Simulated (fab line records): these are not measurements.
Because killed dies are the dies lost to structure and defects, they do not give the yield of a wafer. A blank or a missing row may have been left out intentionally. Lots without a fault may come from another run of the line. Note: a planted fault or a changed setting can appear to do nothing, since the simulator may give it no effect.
Comparing a struck lot with a sound one :: flow n5 finfet :: 15 out of 1938 route steps
Sound: these wafers, L794.4, L794.6. Struck: wafer L799.4. (L799.2, L799.5 of the same lot were not struck and are left out.) The cause comes at the end.
For every step that has rows: the tool of each side, followed by ch and its chambers, followed by its first start. Under that, the readings that differ: sound wafers :: struck wafers :: difference of the means :: sigmas: that difference in standard deviations of wafers without a fault.
alike: readings whose means differ by less than 2 such deviations, and words and numbers that are the same on both sides. not compared: withheld readings, readings that some wafer has no value for, bounds like >300 that may hide the same value, and numbers for which the record gives no deviation and whose values overlap.
A row with sigmas, a row that says differs or no value, or rows on one side alone: a step with any of these is where the two part. When numbers do not overlap yet have no deviation, they are printed without sigmas and do not part them. A reading missing from all wafers of one side parts the sides only when that side holds two or more wafers.

first, 2 steps without rows for these wafers: N5_BEOL_M12_TRENCH_ETCH_34 (etches SiOC in C4F8/O2/Ar, target depth 318.95 nm, time 125.5 s); N5_BEOL_M12_STRIP_70 (strips in C4F8/O2/Ar).
N5_BEOL_M12_OCD_MEAS_35:
  sound: ocd-01 at day 12 23:46; struck: ocd-01 at day 13 19:05
  alike: trench depth nm
N5_BEOL_M12_STRIP_37: strips in N2/H2.
  sound on plasma asher-01 ch 1, day 12 23:50; struck on plasma asher-02 ch 1, day 13 19:08
  alike: drypump motor current A, heater power w, oes product au
  not compared: rf hours counter h
N5_BEOL_M12_ETCH_38: etches SiCN in CF4/N2, target depth 68.7 nm, time 73.4 s.
  sound on rie diel-06 ch 1,2, day 13 01:04; struck on rie diel-06 ch 2, day 13 22:36
  alike: drypump motor current A, mfc ar sccm, oes product au, rf vpp V, showerhead plenum p Torr, throttle valve pct
  not compared: rf hours counter h
then, 5 steps without rows for these wafers: N5_BEOL_M12_PRECLEAN_39 (cleans in residue remover, time 60 s); N5_BEOL_M12_SRD_40 (time 30 s, dry time 30 s); N5_BEOL_M12_DEGAS_41 (time 60 s); N5_BEOL_M12_PRE_CLEAN_42 (time 30 s); N5_BEOL_M12_SPUTTER_43 (material TaN, target thk 15 nm, time 24.19 s).
N5_BEOL_M12_SPUTTER_44: material Ta, target thk 10 nm, time 16.13 s.
  sound: pvd sputter-02 at day 13 01:52; struck: pvd sputter-03 at day 14 00:38
reading: throttle valve pct (%)
sound: 29.5 29.8
struck: 31.7
difference: +2.1
sigmas: +2
  alike: chamber pressure pa, substrate temp c
N5_BEOL_M12_SPUTTER_45: material Cu, target thk 80 nm, time 13.33 s.
  sound: pvd sputter-02 at day 13 01:56; struck: pvd sputter-03 at day 14 00:43
reading: chamber pressure pa (Pa)
sound: 0.12986 0.12978
struck: 0.1304
difference: +0.0006
sigmas: +2

reading: throttle valve pct (%)
sound: 29.5 29.3
struck: 31.6
difference: +2.2
sigmas: +3
  alike: substrate temp c
N5_BEOL_M12_ECD_47: material Cu, target thk 720 nm.
  sound on ecd cu-02 ch 0, day 13 02:06; struck on ecd cu-02 ch 1, day 14 00:50
reading: model.Cu_of_BEOL_M12_ECD_47.thk nm (nm)
sound: 709.8 718.2
struck: 1230
difference: +516
sigmas: 
N5_BEOL_M12_ANNEAL_48: time 90 s.
  sound on rtp anneal-02 ch 0, day 13 02:32; struck on rtp anneal-02 ch 0, day 14 01:05
  alike: wafer_temp_C_max
N5_PASSIVATION_PROBE_49:
  the record has rows for the struck wafers here (prober-02, day 15 17:04) and none for the sound ones

WHERE THEY PART
At N5_BEOL_M12_SPUTTER_44 first; at N5_PASSIVATION_PROBE_49 last (within this record only).

WHY: the cause the simulator had injected
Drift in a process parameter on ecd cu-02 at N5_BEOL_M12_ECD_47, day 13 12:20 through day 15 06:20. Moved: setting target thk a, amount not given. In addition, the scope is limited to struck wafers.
